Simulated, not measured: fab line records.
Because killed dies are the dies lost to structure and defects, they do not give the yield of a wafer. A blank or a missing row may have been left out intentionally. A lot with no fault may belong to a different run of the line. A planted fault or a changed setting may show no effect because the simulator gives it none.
fab line records -- flow n5-finfet
[record] lots = 5, wafers = 15, last-day = 17
route steps=1938 shown BEOL_M11@1576 PASSIVATION@1936
lots with no fault: from the same line, run without faults
start-h: hours from the record's opening day to when the first of the lot's shown wafers began -- wait-h: how many hours have passed since the lot's step before this one -- " same as the row above -- L1.1+2: one row covering several wafers at once -- - no value, or no start given -- * or withheld: withheld -- < > ~ a bound
route shown NAME@n: names a module that has steps shown in the file, with the first one's number in the route -- usual: mean and standard deviation over wafers with no fault -- same: alike in all rows -- chamber/n: place in a boat -- sites: readings site by site -- _std_site: the standard deviation of these -- _edge_site: inner sites' mean taken away from outer sites' mean -- radius-mm: for every site, how far away it sits from the centre of the wafer -- mask NAME#n: copy n -- behind: tool/chamber where the wafer was last shaped -- hold: why the lot was held/for how many hours/how that ended -- device: names the non-switching transistor (n, p or np) -- end of line: the route-end tests of the same wafers -- step lacking rows: just its recipe -- killed: at the first sort, the dies lost to defects and structure; wafer yield is something else -- map: a wafer's dies, x killed, . not, _ none there
set.NAME: the setting that was run; set.NAME@STEP: the one run at that earlier step -- model.NAME: the simulator's own value behind a step, which no gauge read
certain route steps with their lots: each step a table, each wafer a row
services: when a tool's chamber went out of use (start-h, in hours from the record's first day, below 0 if earlier), for how many hours, and the reason
[[steps]]
[step N5_BEOL_M11_STRIP_73]
[recipe] chemistry = C4F6/O2, resist = SiARC, rf-frequency-hz = 6e+07
[step N5_BEOL_M11_STRIP_36]
[recipe] chemistry = N2/H2, power-w = 450, temp-c = 40, pressure-mtorr = 20, rf-frequency-hz = 6e+07, overash-fraction = 0.3, bias-power-w = 7, h2-frac = 0.5, n2-flow-sccm = 200, h2-flow-sccm = 200
[step N5_BEOL_M11_TRENCH_ETCH_37]
[recipe] chemistry = C4F6/O2, target-depth-a = 1488.3, target = SiCOH_lowk, time-s = 48, ion-energy-ev = 250, pressure-mtorr = 30, source-w = 345, bias-w = 185, Ar_flow_sccm = 300, C4F6_flow_sccm = 10, O2_flow_sccm = 10
[usual] drypump-motor-current-A = 5.8/0.43, oes-product-au = 0.81/0.1, rf-vpp-V = 666/12, showerhead-plenum-p-Torr = 2.86/0.1, throttle-valve-pct = 20.98/0.21
lot.wafer,tool,chamber,start-h,wait-h,drypump-motor-current-A,oes-product-au,rf-hours-counter-h,rf-vpp-V,showerhead-plenum-p-Torr,throttle-valve-pct
L492.1,rie-diel-01,3,-,-,5.9,0.93,20,663,2.78,20.84
L492.3,rie-diel-01,0,-,-,6.7,0.71,235,653,2.82,21.03
L492.6,rie-diel-01,2,-,-,6.0,0.71,-,648,2.75,20.82
L496.1,rie-diel-01,3,-,-,5.9,0.93,25,665,2.78,20.84
L496.3,rie-diel-01,2,-,-,6.0,0.71,178,647,2.75,20.82
L496.6,rie-diel-01,2,-,-,6.0,0.70,-,650,2.75,20.82
L497.1,rie-diel-06,2,-,-,5.7,0.94,16,665,3.00,21.07
L497.3,rie-diel-06,0,-,-,5.5,0.91,27,666,3.05,21.09
L497.6,rie-diel-06,0,-,-,5.5,0.91,-,666,3.05,21.10
L499.2,rie-diel-01,3,-,-,5.8,0.89,38,665,2.77,20.87
L499.3,rie-diel-01,0,-,-,6.7,0.71,249,654,2.81,21.02
L499.6,rie-diel-01,1,-,-,4.9,0.67,-,674,2.92,21.14
L509.2,rie-diel-05,0,-,-,5.4,0.69,205,659,2.73,21.09
L509.5,rie-diel-05,1,-,-,6.2,0.86,-,696,2.88,20.51
L509.6,rie-diel-05,2,-,-,5.4,0.80,-,664,2.91,21.25
[step N5_BEOL_M11_ETCH_41]
[recipe] chemistry = CH3F/O2, target = SiCN, target-depth-a = 426, taper-deg = 2, time-s = 86, ion-energy-ev = 120, mask-material = TiN, pressure-mtorr = 30, source-w = 395, bias-w = 75, Ar_flow_sccm = 150, CH3F_flow_sccm = 30, O2_flow_sccm = 20
[usual] CH3F_flow_sccm = 29.99/0.085, drypump-motor-current-A = 5.8/0.43, oes-product-au = 0.81/0.1, rf-vpp-V = 297.5/1.7, showerhead-plenum-p-Torr = 2.01/0.074, throttle-valve-pct = 16.34/0.21
lot.wafer,tool,chamber,start-h,wait-h,CH3F_flow_sccm,drypump-motor-current-A,oes-product-au,rf-hours-counter-h,rf-vpp-V,showerhead-plenum-p-Torr,throttle-valve-pct
L492.1,rie-diel-01,3,-,-,29.95,5.9,0.93,20,295.6,1.95,16.19
L492.3,rie-diel-01,0,-,-,30.02,6.7,0.71,235,297.1,1.98,16.45
L492.6,rie-diel-01,2,-,-,29.95,6.0,0.71,-,296.4,1.93,16.21
L496.1,rie-diel-01,3,-,-,29.95,5.9,0.92,25,295.6,1.95,16.20
L496.3,rie-diel-01,2,-,-,29.90,5.9,0.69,178,293.8,1.93,16.23
L496.6,rie-diel-01,2,-,-,30.02,6.0,0.70,-,295.6,1.93,16.23
L497.1,rie-diel-06,2,-,-,30.04,5.7,0.93,16,299.8,2.12,16.41
L497.3,rie-diel-06,0,-,-,29.92,5.5,0.90,27,299.7,2.14,16.34
L497.6,rie-diel-06,0,-,-,29.85,5.5,0.91,-,300.8,2.14,16.34
L499.2,rie-diel-01,3,-,-,30.05,5.9,0.88,38,296.9,1.94,16.23
L499.3,rie-diel-01,0,-,-,29.90,6.7,0.70,249,297.6,1.98,16.48
L499.6,rie-diel-01,1,-,-,29.93,4.9,0.67,-,298.2,2.05,16.58
L509.2,rie-diel-05,0,-,-,30.01,5.4,0.69,205,295.5,1.91,16.48
L509.5,rie-diel-05,1,-,-,29.94,6.2,0.86,-,299.3,2.02,15.90
L509.6,rie-diel-05,2,-,-,29.94,5.4,0.80,-,297.5,2.04,16.52
[step N5_BEOL_M11_STRIP_77]
[recipe] chemistry = N2/H2, time-s = 10, power-w = 450, temp-c = 40, pressure-mtorr = 20, rf-frequency-hz = 6e+07, bias-power-w = 7, n2-flow-sccm = 200, h2-flow-sccm = 200
[usual] drypump-motor-current-A = 5.8/0.43, oes-product-au = 0.81/0.099, rf-vpp-V = 59.2/0.91, showerhead-plenum-p-Torr = 2.55/0.096, throttle-valve-pct = 23.7/0.32
lot.wafer,tool,chamber,start-h,wait-h,drypump-motor-current-A,oes-product-au,rf-hours-counter-h,rf-vpp-V,showerhead-plenum-p-Torr,throttle-valve-pct
L492.1,rie-diel-01,3,-,-,5.9,0.91,20,59.1,2.49,23.5
L492.3,rie-diel-01,0,-,-,6.7,0.70,235,56.8,2.52,23.7
L492.6,rie-diel-01,2,-,-,6.0,0.71,-,57.3,2.43,23.4
L496.1,rie-diel-01,3,-,-,5.9,0.90,25,59.7,2.48,23.5
L496.3,rie-diel-01,2,-,-,6.0,0.71,178,57.5,2.43,23.4
L496.6,rie-diel-01,2,-,-,6.0,0.71,-,58.1,2.43,23.4
L497.1,rie-diel-06,2,-,-,5.7,0.92,16,60.0,2.71,24.3
L497.3,rie-diel-06,0,-,-,5.5,0.92,27,59.0,2.69,23.7
L497.6,rie-diel-06,0,-,-,5.5,0.92,-,58.1,2.69,23.6
L499.2,rie-diel-01,3,-,-,5.9,0.87,38,58.2,2.48,23.5
L499.3,rie-diel-01,0,-,-,6.7,0.70,249,58.5,2.51,23.7
L499.6,rie-diel-01,1,-,-,4.9,0.68,-,58.8,2.61,23.8
L509.2,rie-diel-05,0,-,-,5.4,0.69,205,58.4,2.42,24.0
L509.5,rie-diel-05,1,-,-,6.3,0.85,-,59.1,2.59,23.2
L509.6,rie-diel-05,2,-,-,5.4,0.81,-,58.4,2.58,24.1
[step N5_BEOL_M11_OCD_MEAS_38]
[usual] trench-depth-nm = 148/3.2
lot.wafer,tool,chamber,start-h,wait-h,trench-depth-nm
L492.1,ocd-01,-,260.42,-,152
L492.3,ocd-01,-,260.42,-,148
L492.6,ocd-01,-,260.42,-,144
L496.1,ocd-02,-,281.21,-,153
L496.3,ocd-02,-,281.21,-,146
L496.6,ocd-02,-,281.21,-,144
L497.1,ocd-02,-,311.01,-,154
L497.3,ocd-02,-,311.01,-,152
L497.6,ocd-02,-,311.01,-,152
L499.2,ocd-01,-,325.05,-,154
L499.3,ocd-01,-,325.05,-,150
L499.6,ocd-01,-,325.05,-,148
L509.2,ocd-02,-,380.21,-,145
L509.5,ocd-02,-,380.21,-,146
L509.6,ocd-02,-,380.21,-,143
[step N5_BEOL_M11_HM_STRIP_39]
[recipe] chemistry = peroxide-tin-strip, material = TiN, target-depth-a = 250, temp-c = 50, time-s = 158
[step N5_BEOL_M11_SRD_40]
[recipe] time-s = 30, temp-c = 23, rinse-liquid = diw, dry = ipa-marangoni
[step N5_BEOL_M11_PRECLEAN_42]
[recipe] chemistry = residue-remover, time-s = 60, temp-c = 40
[step N5_BEOL_M11_SRD_43]
[recipe] time-s = 30, temp-c = 23, rinse-liquid = diw, dry = ipa-marangoni
[step N5_BEOL_M11_CD_MEAS_35]
[recipe] target-cd-nm = 70, polarity = opening
[usual] cd-nm = 69.6/0.54
lot.wafer,tool,chamber,start-h,wait-h,cd-nm
L492.1,cd-sem-03,-,260.57,0.0,70.0
L492.3,cd-sem-03,-,260.57,0.0,69.1
L492.6,cd-sem-03,-,260.57,0.0,69.5
L496.1,cd-sem-02,-,281.37,0.0,69.0
L496.3,cd-sem-02,-,281.37,0.0,69.6
L496.6,cd-sem-02,-,281.37,0.0,68.4
L497.1,cd-sem-03,-,311.16,0.0,69.8
L497.3,cd-sem-03,-,311.16,0.0,70.7
L497.6,cd-sem-03,-,311.16,0.0,69.1
L499.2,cd-sem-02,-,325.21,0.0,69.6
L499.3,cd-sem-02,-,325.21,0.0,68.9
L499.6,cd-sem-02,-,325.21,0.0,69.0
L509.2,cd-sem-01,-,380.36,0.0,69.7
L509.5,cd-sem-01,-,380.36,0.0,69.5
L509.6,cd-sem-01,-,380.36,0.0,69.9
[step N5_BEOL_M11_CURE_72]
[recipe] temp-c = 370, time-s = 120, ambient = DMADMS/He, material = SiCOH_lowk
[usual] lamp-power-pct = 52.31/0.053, wafer_temp_C_max = 371.9/0.55
lot.wafer,tool,chamber,start-h,wait-h,lamp-power-pct,wafer_temp_C_max
L492.1,uv-cure-01,0,260.61,0.0,52.31,372.8
L492.3,uv-cure-01,0,260.61,0.0,52.33,373.3
L492.6,uv-cure-01,0,260.61,0.0,52.31,372.7
L496.1,uv-cure-03,1,281.72,0.3,52.35,371.1
L496.3,uv-cure-03,1,281.72,0.3,52.25,371.2
L496.6,uv-cure-03,1,281.72,0.3,52.30,371.5
L497.1,uv-cure-01,2,311.34,0.2,52.36,372.3
L497.3,uv-cure-01,2,311.34,0.2,52.21,372.7
L497.6,uv-cure-01,2,311.34,0.2,52.42,372.3
L499.2,uv-cure-03,0,325.35,0.1,52.32,372.1
L499.3,uv-cure-03,0,325.35,0.1,52.32,372.0
L499.6,uv-cure-03,0,325.35,0.1,52.33,372.1
L509.2,uv-cure-01,0,380.45,0.1,52.39,372.7
L509.5,uv-cure-01,0,380.45,0.1,52.34,372.5
L509.6,uv-cure-01,0,380.45,0.1,52.27,373.4
[step N5_BEOL_M11_DEGAS_44]
[recipe] ambient = vacuum, temp-c = 250, time-s = 60
[usual] heater-power-w = 332/43, susceptor-temp-C = 249.99/0.2
lot.wafer,tool,chamber,start-h,wait-h,heater-power-w,susceptor-temp-C
L492.1,pvd-sputter-03,-,261.48,0.8,344,250.26
L492.3,pvd-sputter-03,-,261.48,0.8,273,249.76
L492.6,pvd-sputter-03,-,261.48,0.8,285,250.44
L496.1,pvd-sputter-01,-,282.63,0.9,440,249.86
L496.3,pvd-sputter-01,-,282.63,0.9,387,250.06
L496.6,pvd-sputter-01,-,282.63,0.9,311,249.91
L497.1,pvd-sputter-02,-,312.02,0.6,309,250.17
L497.3,pvd-sputter-02,-,312.02,0.6,363,249.98
L497.6,pvd-sputter-02,-,312.02,0.6,367,249.84
L499.2,pvd-sputter-01,-,325.87,0.4,358,244.75
L499.3,pvd-sputter-01,-,325.87,0.4,431,250.18
L499.6,pvd-sputter-01,-,325.87,0.4,364,244.85
L509.2,pvd-sputter-03,-,381.00,0.5,285,249.59
L509.5,pvd-sputter-03,-,381.00,0.5,349,249.96
L509.6,pvd-sputter-03,-,381.00,0.5,280,250.14
[step N5_BEOL_M11_PRE_CLEAN_45]
[recipe] gas = H2/He, time-s = 30, temp-c = 250
[usual] heater-power-w = 331/42
lot.wafer,tool,chamber,start-h,wait-h,heater-power-w
L492.1,pvd-sputter-03,-,261.52,0.0,341
L492.3,pvd-sputter-03,-,261.52,0.0,276
L492.6,pvd-sputter-03,-,261.52,0.0,277
L496.1,pvd-sputter-01,-,282.67,0.0,423
L496.3,pvd-sputter-01,-,282.67,0.0,382
L496.6,pvd-sputter-01,-,282.67,0.0,301
L497.1,pvd-sputter-02,-,312.06,0.0,311
L497.3,pvd-sputter-02,-,312.06,0.0,376
L497.6,pvd-sputter-02,-,312.06,0.0,367
L499.2,pvd-sputter-01,-,325.91,0.0,388
L499.3,pvd-sputter-01,-,325.91,0.0,425
L499.6,pvd-sputter-01,-,325.91,0.0,380
L509.2,pvd-sputter-03,-,381.04,0.0,280
L509.5,pvd-sputter-03,-,381.04,0.0,349
L509.6,pvd-sputter-03,-,381.04,0.0,289
[step N5_PASSIVATION_PROBE_49]
[usual] defect-limited-yield = 91.4/1.4, killed_at_M0_to_M3 = 32/10, killed_at_M4_up = 13/5.6, killed-at-contacts = 13/6.6, killed-at-front-end = 39/13, killed-at-other = 3.4/2.8, killed-dies = 101/17, killed-on-rim = 14/4.5, killed-open = 66/13, killed-short = 33/7, sort_bin_5_function = 5.0/0.93, sort_bin_6_memory = 3.2/0.65, sort-n-pass = 1078/17, sort-yield-pct = 91.4/1.4
[same] gross-dies = 1180, killed-at-back-side = 0, sort_bin_4_leakage[%] = 0, sort_bin_8_speed[%] = 0
lot.wafer,tool,chamber,start-h,wait-h,defect-limited-yield[%],killed_at_M0_to_M3,killed_at_M4_up,killed-at-contacts,killed-at-front-end,killed-at-other,killed-dies,killed-on-rim,killed-open,killed-short,sort_bin_5_function[%],sort_bin_6_memory[%],sort-n-pass,sort-yield-pct[%]
L492.1,prober-01,-,305.80,0.0,91.5,18,22,14,39,7,100,12,65,32,4.4,3.7,1080,91.5
L492.3,prober-01,-,305.90,0.1,91.4,26,26,17,28,4,101,10,70,29,5.3,3.1,1079,91.4
L492.6,prober-01,-,306.05,0.3,91.4,24,23,26,27,1,101,9,69,27,4.4,3.9,1079,91.4
L496.1,prober-02,-,328.83,0.0,90.8,30,12,14,52,0,108,16,58,44,4.6,3.8,1072,90.8
L496.3,prober-02,-,328.93,0.1,92.4,39,12,13,24,2,90,14,56,34,4.9,2.5,1090,92.4
L496.6,prober-02,-,329.08,0.3,93.9,29,4,13,26,0,72,3,50,22,4.1,1.8,1108,93.9
L497.1,prober-01,-,355.11,0.0,93.1,16,17,4,41,4,82,6,56,25,4.1,2.8,1098,93.1
L497.3,prober-01,-,355.21,0.1,93.3,17,28,4,30,0,79,16,57,21,4.0,2.5,1101,93.3
L497.6,prober-01,-,355.36,0.3,91.9,28,19,8,34,6,95,13,61,30,5.0,2.6,1085,91.9
L499.2,prober-02,-,374.16,0.1,90.2,50,17,4,42,3,116,14,74,42,4.8,4.7,1064,90.2
L499.3,prober-02,-,374.21,0.1,88.7,56,13,9,52,3,133,15,89,41,6.3,4.2,1047,88.7
L499.6,prober-02,-,374.36,0.3,90.3,44,17,9,44,1,115,15,80,35,5.6,4.0,1065,90.3
L509.2,prober-02,-,419.13,0.1,89.9,55,6,14,44,0,119,12,81,37,5.7,3.9,1061,89.9
L509.5,prober-02,-,419.28,0.2,90.6,37,18,11,45,0,111,9,75,36,5.9,3.3,1069,90.6
L509.6,prober-02,-,419.33,0.3,89.7,36,11,8,67,0,122,21,73,48,6.1,4.2,1058,89.7
// killed by level:class
L492.1 MOL_CONTACT_COAG:geometric-particle:open=10 FIN_SAQP:geometric-particle:short=8 BEOL_M2:geometric-particle:open=7 BEOL_M4:geometric-particle:open=7 BEOL_M5:geometric-particle:open=7 STI_FIN_REVEAL:geometric-particle:open=6 FIN_SAQP:geometric-particle:open=5 DUMMY_GATE:geometric-particle:open=5
L492.3 BEOL_M4:geometric-particle:open=11 MOL_CONTACT_COAG:geometric-particle:open=10 FIN_SAQP:geometric-particle:short=9 BEOL_M2:geometric-particle:open=9 MOL_CONTACT_COAG:geometric-particle:short=7 BEOL_M5:geometric-particle:open=7 FIN_SAQP:geometric-particle:open=5 STI_FIN_REVEAL:geometric-particle:open=4
L492.6 MOL_CONTACT_COAG:geometric-particle:open=22 BEOL_M0_SAQP:geometric-particle:short=7 FIN_SAQP:geometric-particle:open=6 DUMMY_GATE:geometric-particle:open=6 BEOL_M4:geometric-particle:open=6 STI_FIN_REVEAL:geometric-particle:open=4 MOL_CONTACT_COAG:geometric-particle:short=4 BEOL_M0_SAQP:geometric-particle:open=4
L496.1 STI_FIN_REVEAL:geometric-particle:open=13 BEOL_M0_SAQP:geometric-particle:short=13 MOL_CONTACT_COAG:geometric-particle:open=10 BEOL_M0_SAQP:geometric-particle:open=10 FIN_SAQP:geometric-particle:short=7 FIN_SAQP:geometric-particle:open=6 HKMG_FIN:area-etch=6 DUMMY_GATE:geometric-particle:open=4
L496.3 MOL_CONTACT_COAG:geometric-particle:open=11 BEOL_M2:geometric-particle:open=9 BEOL_M0_SAQP:geometric-particle:short=8 FIN_SAQP:geometric-particle:short=5 BEOL_M0:geometric-particle:open=5 BEOL_M0_SAQP:geometric-particle:open=5 BEOL_M3:geometric-particle:open=5 BEOL_M5:geometric-particle:open=5
L496.6 MOL_CONTACT_COAG:geometric-particle:open=13 BEOL_M0_SAQP:geometric-particle:short=8 BEOL_M3:geometric-particle:open=7 FIN_SAQP:geometric-particle:short=5 DUMMY_GATE:geometric-particle:open=4 STI_FIN_REVEAL:geometric-particle:open=4 BEOL_M1:geometric-particle:open=4 BEOL_M0_SAQP:geometric-particle:open=4
L497.1 FIN_SAQP:geometric-particle:open=18 BEOL_M4:geometric-particle:open=11 FIN_SAQP:geometric-particle:short=8 BEOL_M0_SAQP:geometric-particle:short=7 GATE_CUT:geometric-particle:open=5 GATE_CUT:geometric-particle:short=4 BEOL_M2:geometric-particle:open=4 MOL_CONTACT_COAG:geometric-particle:open=3
L497.3 BEOL_M4:geometric-particle:open=16 FIN_SAQP:geometric-particle:short=9 FIN_SAQP:geometric-particle:open=9 DUMMY_GATE:geometric-particle:open=4 MOL_CONTACT_COAG:geometric-particle:open=4 BEOL_M2:geometric-particle:open=4 BEOL_M5:geometric-particle:open=4 BEOL_M0_SAQP:geometric-particle:open=3
L497.6 FIN_SAQP:geometric-particle:open=10 BEOL_M4:geometric-particle:open=8 FIN_SAQP:geometric-particle:short=7 MOL_CONTACT_COAG:geometric-particle:open=7 BEOL_M3:geometric-particle:open=7 BEOL_M0_SAQP:geometric-particle:open=5 BEOL_M5:geometric-particle:open=4 BEOL_M1:geometric-particle:open=4
L499.2 BEOL_M2:geometric-particle:open=13 FIN_SAQP:geometric-particle:open=12 BEOL_M0_SAQP:geometric-particle:short=12 BEOL_M4:geometric-particle:open=12 BEOL_M0_SAQP:geometric-particle:open=11 BEOL_M1:geometric-particle:open=9 FIN_SAQP:geometric-particle:short=7 STI_FIN_REVEAL:geometric-particle:open=4
L499.3 BEOL_M0_SAQP:geometric-particle:open=27 FIN_SAQP:geometric-particle:short=12 BEOL_M0_SAQP:geometric-particle:short=11 STI_FIN_REVEAL:geometric-particle:open=11 FIN_SAQP:geometric-particle:open=10 MOL_CONTACT_COAG:geometric-particle:open=8 BEOL_M1:geometric-particle:open=7 BEOL_M1:geometric-particle:short=5
L499.6 BEOL_M0_SAQP:geometric-particle:open=17 FIN_SAQP:geometric-particle:short=13 BEOL_M0_SAQP:geometric-particle:short=12 MOL_CONTACT_COAG:geometric-particle:open=9 BEOL_M2:geometric-particle:open=9 BEOL_M4:geometric-particle:open=8 STI_FIN_REVEAL:geometric-particle:open=7 FIN_SAQP:geometric-particle:open=6
L509.2 BEOL_M0_SAQP:geometric-particle:open=15 MOL_CONTACT_COAG:geometric-particle:open=12 BEOL_M0_SAQP:geometric-particle:short=11 FIN_SAQP:geometric-particle:open=10 BEOL_M1:geometric-particle:open=10 STI_FIN_REVEAL:geometric-particle:open=9 BEOL_M3:geometric-particle:open=9 STI_FIN_REVEAL:geometric-particle:short=8
L509.5 FIN_SAQP:geometric-particle:open=18 MOL_CONTACT_COAG:geometric-particle:open=10 BEOL_M4:geometric-particle:open=8 BEOL_M3:geometric-particle:open=7 BEOL_M0_SAQP:geometric-particle:short=6 BEOL_M1:geometric-particle:open=6 STARTING-WAFER:geometric-particle:short=6 FIN_SAQP:geometric-particle:short=5
L509.6 STI_FIN_REVEAL:geometric-particle:open=16 FIN_SAQP:geometric-particle:open=14 FIN_SAQP:geometric-particle:short=14 BEOL_M1:geometric-particle:short=11 DUMMY_GATE:geometric-particle:open=8 MOL_CONTACT_COAG:geometric-particle:open=8 BEOL_M0_SAQP:geometric-particle:short=8 BEOL_M0_SAQP:geometric-particle:open=6
[[services]]
tool,chamber,start-h,hours,kind
uv-cure-01,-,236.23,3.4,pm
rie-diel-05,0,247.47,3.2,repair
rie-diel-05,3,249.30,7.6,repair
uv-cure-01,-,262.07,0.9,repair
rie-diel-01,-,296.55,2.8,pm
uv-cure-01,-,323.91,2.1,pm
rie-diel-01,0,329.32,-,clean
rie-diel-01,0,329.32,-,consumable-replace:focus-ring
rie-diel-01,0,329.32,14.9,scheduled-down
rie-diel-01,0,329.32,14.9,vent-cycle
rie-diel-05,-,337.19,0.3,repair
rie-diel-01,1,344.20,-,clean
rie-diel-01,1,344.20,-,consumable-replace:focus-ring
rie-diel-01,1,344.20,14.5,scheduled-down
rie-diel-01,1,344.20,14.5,vent-cycle
rie-diel-06,-,348.21,15.6,pm
uv-cure-01,-,357.55,6.0,pm
rie-diel-06,0,369.66,5.8,repair
rie-diel-05,0,372.63,4.3,repair
[[key]]
[first-sign] step = N5_BEOL_M11_DEGAS_44, reading = susceptor-temp-C, direction = down, sigmas = 26, usual = *, struck = *
effect none on later readings
met-at N5_BEOL_M11_DEGAS_44
struck-wafers L499.2,L499.6
onset-between 282.63 325.87
[fault] kind = process-parameter-drift, tool = pvd-sputter-01, chamber = -, onset-h = 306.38, steps = N5_BEOL_M11_DEGAS_44, channel = temp-c, offset = *, shape = step, end-h = 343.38, acts-in = *, stated = *, scope = struck-wafers-only
